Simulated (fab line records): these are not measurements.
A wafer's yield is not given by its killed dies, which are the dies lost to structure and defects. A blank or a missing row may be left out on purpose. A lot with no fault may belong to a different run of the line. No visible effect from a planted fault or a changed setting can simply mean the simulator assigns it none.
A lot that was struck, set against a sound lot :: flow n5-finfet :: 44 out of 1938 route steps
Sound: the wafers L425.4, L425.5, L425.6. Struck: wafer L445.2; the same lot's L445.5 was not struck, so it is left out; see the end for the cause.
Each step with rows lists, per side, the tool, then ch with its chambers, then its first start. Under that, the readings that differ: sound wafers :: struck wafers :: difference of the means :: sigmas: that difference in standard deviations of wafers without a fault.
alike: readings whose means differ by less than 2 such deviations, and words and numbers that are the same on both sides. not compared: withheld readings, readings that some wafer has no value for, bounds like >300 that may hide the same value, and numbers for which the record gives no deviation and whose values overlap.
A row with sigmas, a row that says differs or no value, or rows on one side alone: a step with any of these is where the two part. When numbers do not overlap yet have no deviation, they are printed without sigmas and do not part them. Lack of a reading on every wafer of one side parts them only where that side has two or more wafers.

first, 2 steps without rows for these wafers: N5_DUMMY_GATE_ETCH_23 (etches poly-Si in HBr/Cl2/O2, target depth 41 nm, time 22.3 s); N5_DUMMY_GATE_ETCH_44 (etches poly-Si in HBr/O2, stops on SiO2, target depth 127.5 nm).
N5_DUMMY_GATE_CD_MEAS_24: the cd target is 15 nm.
  sound on cd-sem-03 at day 2 23:49; struck on cd-sem-02 at day 7 22:12
  alike: cd-nm
N5_DUMMY_GATE_ETCH_42: etches SiO2 in CHF3/O2, target depth 3.5 nm, time 31 s.
  sound on rie-diel-03 ch 1,2,3, day 2 23:52; struck on rie-diel-06 ch 1, day 7 22:30
reading: showerhead-plenum-p-Torr (Torr)
sound: 2.43 2.29 2.32
struck: 2.50
difference: +0.15
sigmas: +2
  alike: drypump-motor-current-A, oes-product-au, rf-vpp-V, throttle-valve-pct
  not compared: rf-hours-counter-h
then, 6 steps without rows for these wafers: N5_DUMMY_GATE_STRIP_48 (strips in N2/H2, time 20 s); N5_DUMMY_GATE_PRECLEAN_33 (cleans in dHF, time 10 s); N5_DUMMY_GATE_PRECLEAN_25 (cleans in O3/DIW, time 45 s); N5_DUMMY_GATE_PRECLEAN_51 (cleans in SC2, time 45 s); N5_DUMMY_GATE_SRD_26 (time 30 s); N5_DUMMY_GATE_UV_OZONE_45 (time 120 s).
N5_DUMMY_GATE_INSPECT_27: inspects for defects (brightfield).
  sound on defect-inspect-01 at day 3 00:06; struck on defect-inspect-01 at day 7 22:45
  alike: raw-defect-count
then, 1 step without rows for these wafers: N5_SPACER0_ALD_07 (deposits SiNx, target thk 2 nm).
N5_SPACER0_ALD_00: deposits SiOCN, target thk 3.5 nm, pulse time 3 s, purge time 2 s.
  sound on ald-sin-03 ch 1,2, day 3 00:17; struck on ald-sin-02 ch 3, day 7 23:11
reading: ald-cycles
sound: 58 58 58
struck: 95
difference: +37
sigmas: 

reading: model.SiOCN_of_SPACER0_ALD_00.thk-nm (nm)
sound: 3.4 3.6 3.6
struck: 5.8
difference: +2.3
sigmas: 
  alike: heater-power-w, precursor-pulse-height-rel, susceptor-temp-C
N5_SPACER0_ALD_08: deposits SiNx, target thk 2 nm.
  sound on ald-sin-03 ch 1,2, day 3 00:33; struck on ald-sin-02 ch 3, day 7 23:27
  alike: heater-power-w, susceptor-temp-C
N5_SPACER0_INSPECT_04: inspects for defects (darkfield).
  sound on defect-inspect-02 at day 3 00:43; struck on defect-inspect-01 at day 7 23:36
  alike: raw-defect-count
then, 8 steps without rows for these wafers: N5_SD_EPI_N_COAT_32 (time 60 s, resist thk 350 nm); N5_SD_EPI_N_COAT_33 (time 60 s, resist thk 35 nm); N5_SD_EPI_N_COAT_03 (resist thk 150 nm); N5_SD_EPI_N_EBR_05; N5_SD_EPI_N_SOFTBAKE_04 (time 60 s); N5_SD_EPI_N_EXPOSE_06 (exposes mask SD N BLK, target cd 120 nm); N5_SD_EPI_N_PEB_07 (peb time 60 s); N5_SD_EPI_N_DEVELOP_08 (develop time 30 s).
N5_SD_EPI_N_CD_MEAS_09: the cd target is 120 nm.
  sound on cd-sem-02 ch 0, day 3 01:07; struck on cd-sem-01 ch 0, day 7 23:53
  alike: cd-nm
N5_SD_EPI_N_OVL_MEAS_10:
  sound on overlay-01 ch 0, day 3 01:08; struck on overlay-01 ch 0, day 7 23:55
  alike: SD_N_BLK_OVL
N5_SD_EPI_N_INSPECT_11: inspects for defects (macro).
  sound on defect-inspect-02 at day 3 01:10; struck on defect-inspect-01 at day 7 23:56
  alike: raw-defect-count
then, 2 steps without rows for these wafers: N5_SD_EPI_N_DESCUM_14 (chemistry O2, time 7.9 s); N5_SD_EPI_N_ETCH_34 (etches SiARC in CF4, target depth 45.5 nm, time 75.8 s).
N5_SD_EPI_N_ETCH_35: etches SOC in N2/H2, overetch 108 nm, time 486 s.
  sound on rie-diel-01 ch 2,3, day 3 01:20; struck on rie-diel-01 ch 1, day 8 00:04
reading: rf-vpp-V (V)
sound: 240.6 242.0 239.9
struck: 243.0
difference: +2.2
sigmas: +2
  alike: drypump-motor-current-A, oes-product-au, showerhead-plenum-p-Torr, throttle-valve-pct
  not compared: rf-hours-counter-h
then, 2 steps without rows for these wafers: N5_SD_EPI_N_STRIP_36 (strips in N2/H2); N5_SD_EPI_N_ETCHBACK_44 (etches SiNx in CH3F/O2, stops on SiO2, target depth 14.5 nm).
N5_SD_EPI_N_ETCH_45: etches SiOCN in CH3F/O2, target depth 6 nm.
  sound on rie-diel-01 ch 2,3, day 3 01:46; struck on rie-diel-01 ch 1, day 8 00:29
  alike: drypump-motor-current-A, oes-product-au, rf-vpp-V, showerhead-plenum-p-Torr, throttle-valve-pct
  not compared: rf-hours-counter-h
then, 3 steps without rows for these wafers: N5_SD_EPI_N_ETCH_16 (etches SiO2 in CHF3/O2, target depth 5 nm); N5_SD_EPI_N_STRIP_47 (strips in CHF3/O2); N5_SD_EPI_N_SD_RECESS_17 (chemistry HBr/Cl2/O2, target depth 41 nm, time 23.7 s, bt time 3 s).
N5_SD_EPI_N_STRIP_38: strips in N2/H2.
  sound on plasma-asher-02 ch 0,1, day 3 02:02; struck on plasma-asher-01 ch 0, day 8 00:45
reading: oes-product-au (a.u.)
sound: 0.765 0.773 0.761
struck: 0.794
difference: +0.028
sigmas: +2

reading: rf-hours-counter-h (h)
sound: - - -
struck: 108
difference: no value on the sound wafers
sigmas: 
  alike: drypump-motor-current-A, heater-power-w
then, 6 steps without rows for these wafers: N5_SD_EPI_N_WET_ETCH_43 (etches SiO2 in dHF, time 14 s, target depth 1.5 nm); N5_SD_EPI_N_STRIP_18 (strips in SPM, time 750 s); N5_SD_EPI_N_SRD_20 (time 30 s); N5_SD_EPI_N_PRECLEAN_48 (cleans in NF3:NH3, afs cycles 2, time 20 s, sublimation time 60 s); N5_SD_EPI_N_VAPOR_ETCH_50 (etches Si in HCl, time 54 s); N5_SD_EPI_N_EPI_21 (deposits Si:P, time 690 s).
N5_SD_EPI_P_PRECLEAN_32: cleans in dHF, time 10 s.
  sound on wet-bench-05 ch 0,1,4, day 3 09:25; struck on wet-bench-04 ch 5, day 8 08:04
reading: model.SiOCN_of_SPACER0_ALD_00.thk-nm (nm)
sound: 3.4 3.4 3.4
struck: 5.8
difference: +2.4
sigmas: 
after that, 1 step had no rows for these wafers: N5_PASSIVATION_PROBE_49.

## WHERE THEY PART
At N5_DUMMY_GATE_ETCH_42 first; at N5_SD_EPI_N_STRIP_38 last (within this record only).

WHY: the cause the simulator had injected
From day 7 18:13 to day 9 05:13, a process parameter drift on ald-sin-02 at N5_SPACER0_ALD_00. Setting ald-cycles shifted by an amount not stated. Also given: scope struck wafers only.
